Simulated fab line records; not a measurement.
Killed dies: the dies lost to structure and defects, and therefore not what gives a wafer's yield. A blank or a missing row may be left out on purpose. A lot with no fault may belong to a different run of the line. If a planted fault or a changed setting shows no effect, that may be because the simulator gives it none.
Comparing a struck lot with a sound one + flow n5 finfet + 34 steps out of a route of 1938
Sound: the wafers L750.1, L750.3, L750.5. Struck: wafer L761.5 (left out: L761.1, L761.3 of the same lot, which were not struck); the cause appears at the end.
Order at every step that has rows: each side's tool, ch and its chambers, its first start. Under that, the readings that differ: sound wafers + struck wafers + difference of the means + sigmas: that difference in standard deviations of wafers without a fault.
alike: a reading whose means differ by less than 2 such deviations, as well as words and numbers matching on both sides. not compared: withheld readings; readings where some wafer has no value; bounds like >300 that might hide an equal value; numbers whose values overlap and for which the record gives no deviation.
The two part at a step that has a row with sigmas, a row that says differs or no value, or rows on one side only. When numbers do not overlap yet have no deviation, they are printed without sigmas and do not part them. Lack of a reading on every wafer of one side parts them only where that side has two or more wafers.

first, 10 steps without rows for these wafers: N5_BEOL_M11_STRIP_77 (strips in N2/H2, time 10 s); N5_BEOL_M11_HM_STRIP_39 (strips TiN in peroxide tin strip, target depth 25 nm, time 158 s); N5_BEOL_M11_SRD_40 (time 30 s); N5_BEOL_M11_PRECLEAN_42 (cleans in residue remover, time 60 s); N5_BEOL_M11_SRD_43 (time 30 s); N5_BEOL_M11_CURE_72 (cures SiCOH lowk, time 120 s); N5_BEOL_M11_DEGAS_44 (time 60 s); N5_BEOL_M11_PRE_CLEAN_45 (time 30 s); N5_BEOL_M11_ALD_74 (deposits TaN, target thk 2 nm, pulse time 2 s, purge time 3 s); N5_BEOL_M11_SURFACE_TREAT_76.
N5_BEOL_M11_CVD_75: deposits Co from CCTBA/H2, target thk 2 nm, time 138.9 s.
  sound on cvd co-02 ch 0,2, day 15 11:21; struck on cvd co-01 ch 0,1,2, day 16 20:33
then, 22 steps without rows for these wafers: N5_BEOL_M11_SPUTTER_48 (material Cu, target thk 12 nm, time 2 s); N5_BEOL_M11_ECD_50 (material Cu, target thk 318 nm); N5_BEOL_M11_ANNEAL_51 (time 90 s); N5_BEOL_M11_CMP_52 (polishes, stops on SiCOH lowk, t overpolish 7 s, target thk 140 nm); N5_BEOL_M11_PRE_CLEAN_55 (time 15 s); N5_BEOL_M11_DEP_56 (deposits SiCN from 3MS/NH3, target thk 30 nm, time 10.5 s); N5_BEOL_M12_ILD_DEP_00 (deposits SiOC from DEMS/O2, target thk 658.92 nm, time 130.7 s); N5_BEOL_M12_COAT_58 (time 60 s, resist thk 89 nm); N5_BEOL_M12_COAT_04 (resist thk 400 nm); N5_BEOL_M12_EBR_06; N5_BEOL_M12_SOFTBAKE_05 (time 60 s); N5_BEOL_M12_EXPOSE_07 (exposes mask V11); N5_BEOL_M12_PEB_08 (peb time 90 s); N5_BEOL_M12_DEVELOP_09 (develop time 45 s); N5_BEOL_M12_HARDBAKE_14 (time 120 s); N5_BEOL_M12_DESCUM_15 (chemistry O2, time 7.9 s); N5_BEOL_M12_ETCH_59 (etches BARC in N2/H2, target depth 89 nm, overetch 26.7 nm, time 67.9 s); N5_BEOL_M12_VIA_ETCH_16 (etches SiOC in C4F8/O2/Ar, target depth 724.8 nm); N5_BEOL_M12_STRIP_63 (strips in N2/H2); N5_BEOL_M12_STRIP_64 (strips in N2/H2); N5_BEOL_M12_STRIP_71 (strips in post etch residue remover, time 60 s); N5_BEOL_M12_SRD_72 (time 30 s, dry time 30 s).
N5_PASSIVATION_PROBE_49:
  sound: prober-02 at day 17 07:09; struck: prober-02 at day 18 14:37
| reading                  | sound          | struck | difference | sigmas |
|--------------------------|----------------|--------|------------|--------|
| defect limited yield (%) | 91.7 93.2 91.9 | 81.1   | -11.2      | -8     |
| killed_at_M4_up          | 17 9 11        | 93     | +81        | +16    |
| killed at front end      | 42 31 30       | 70     | +36        | +3     |
| killed dies              | 98 80 96       | 223    | +132       | +8     |
| killed on rim            | 15 10 18       | 41     | +27        | +7     |
| killed open              | 68 50 74       | 109    | +45        | +3     |
| sort_bin_5_function (%)  | 5.6 3.8 5.0    | 10.8   | +6.0       | +6     |
| sort_bin_6_memory (%)    | 2.5 2.6 2.8    | 4.8    | +2.2       | +3     |
| sort n pass              | 1082 1100 1079 | 957    | -130       | -7     |
| sort yield pct (%)       | 91.7 93.2 91.4 | 81.1   | -11.0      | -7     |
  alike: killed_at_M0_to_M3, killed at contacts, killed at other, killed short, sort_bin_4_leakage, sort_bin_8_speed

WHERE THEY PART
At N5_PASSIVATION_PROBE_49 and nowhere else, as far as this record goes.

WHY: the cause the simulator had injected
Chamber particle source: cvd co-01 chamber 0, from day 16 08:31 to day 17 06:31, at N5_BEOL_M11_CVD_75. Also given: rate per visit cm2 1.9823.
